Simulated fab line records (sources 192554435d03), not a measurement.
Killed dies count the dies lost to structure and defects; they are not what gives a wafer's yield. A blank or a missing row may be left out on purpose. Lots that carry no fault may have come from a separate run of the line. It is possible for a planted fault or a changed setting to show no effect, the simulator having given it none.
8D (eight disciplines) problem report, filled in by code + flow n5Finfet + the parts of the form that need people (team, actions taken, sign-off) are left out

## 1. WHAT WENT WRONG
At N5_PASSIVATION_PROBE_49, killedAtFrontEnd averages 115 over 6 wafers from 2 lots, while fault-free wafers read 38, standard deviation 9.3. Measured from the usual mean, that is +8.3 standard deviations.
Seen first at day 19 03:02 on prober-01, wafer L384.1. The record has a number at this step for 18 wafers belonging to 6 lots. Rule for "out" (also "out of limits"): further than 4 standard deviations from the usual mean. The other wafers with a number count as sound.

## 2. WHAT IT IS, AND WHAT IT ISN'T
| question                    | is                     | is not                                                                                                                             |
|-----------------------------|------------------------|------------------------------------------------------------------------------------------------------------------------------------|
| which readings at this step | killedAtFrontEnd       | killed_at_M0_to_M3, killed_at_M4_up, killedAtContacts, killedAtOther, killedOpen, killedShort, sort_bin_6_memory, sort_bin_8_speed |
| which lots                  | L384, L385             | L376, L378, L387, L389                                                                                                             |
| which wafers of those lots  | all that have a number | -                                                                                                                                  |
| read on which tools         | prober-01              | prober-02                                                                                                                          |
| when                        | from day 19 03:02      | up to then (6 sound wafers); but 6 sound wafers of L387, L389 came after                                                           |

## 3. WHAT RULES OUT EACH SUSPECT
Counting: any tool at a process step up to the reading is kept as a suspect provided that every lot that is out went through it and no sound lot did after the first of them.
- rieDiel-02 at N5_SDB_ETCH_18 (etches SOC in N2/H2, target depth 100 nm, overetch 20 nm, time 150 s): kept. It ran every lot that is out, first L384 (day 6 14:13), and no sound lot after that.
- rieDiel-04 at N5_PASSIVATION_PASS_ETCH_47 (etches SiNx in CF4/O2, target depth 770 nm, time 385 s): ruled out as a lasting fault. Following L384 (day 19 00:01), the first lot on it that is out, the sound lots L389, L387 were run on it.
- rieDiel-04 at N5_PASSIVATION_ETCH_54 (etches SiO2 in CHF3/O2, target depth 880 nm, time 440 s): ruled out as a lasting fault. Following L384 (day 19 00:15), the first lot on it that is out, the sound lots L389, L387 were run on it.
- prober-01 at N5_PASSIVATION_PROBE_49: kept. All lots that are out passed through it, beginning with L384 at day 19 03:02, and no sound lot followed; its final sound lot before that point was L376 at day 14 18:25. On those wafers its own readings are out: killedAtFrontEnd.
Remaining after the count are rieDiel-02 at N5_SDB_ETCH_18 and prober-01 at N5_PASSIVATION_PROBE_49.

## 4. THE CAUSE (what the simulator had put in)
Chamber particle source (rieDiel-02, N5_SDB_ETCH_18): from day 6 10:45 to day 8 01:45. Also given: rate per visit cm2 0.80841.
After counting, 2 suspects remain, this tool included.

## 5. THE CHAIN OF EFFECTS, in route order
One row per reading whose mean, taken over the struck wafers that have a number, lies over 3 standard deviations from the usual. Only readings whose record carries a usual standard deviation are examined. hours: median over the lots of the time between each lot's start at the first step of this table that gives one and its start at this step. sigmas: the change, counted in usual standard deviations.
| hours | step                    | reading             | usual  | on struck wafers | change | sigmas |
|-------|-------------------------|---------------------|--------|------------------|--------|--------|
| 0     | N5_PASSIVATION_PROBE_49 | defectLimitedYield  | 91.4 % | 84.9             | -6.5   | -5.4   |
| 0     | N5_PASSIVATION_PROBE_49 | killedAtFrontEnd    | 38     | 115              | +77    | +8.3   |
| 0     | N5_PASSIVATION_PROBE_49 | killedDies          | 102    | 178              | +76    | +5.1   |
| 0     | N5_PASSIVATION_PROBE_49 | killedOnRim         | 13     | 27               | +14    | +3.9   |
| 0     | N5_PASSIVATION_PROBE_49 | sort_bin_5_function | 5.0 %  | 9.3              | +4.3   | +5.0   |
| 0     | N5_PASSIVATION_PROBE_49 | sortNPass           | 1078   | 1002             | -76    | -5.1   |
| 0     | N5_PASSIVATION_PROBE_49 | sortYieldPct        | 91.4 % | 84.9             | -6.5   | -5.4   |
The process steps in it:
- N5_PASSIVATION_PROBE_49

## 6. HOW IT WOULD HAVE BEEN CAUGHT EARLIER
In this record the first reading out of limits was taken at day 19 03:02, 304 hours after the fault began at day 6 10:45.
An alarm limit of 4 standard deviations would not have fired on the tool readings at N5_SDB_ETCH_18 for which the record gives a usual standard deviation, since none of them was out on any struck wafer.
Each of the lots that are out, 2 in all, had begun N5_SDB_ETCH_18 on rieDiel-02 no later than day 19 03:02. Holding the tool at that point would not have protected any of them.
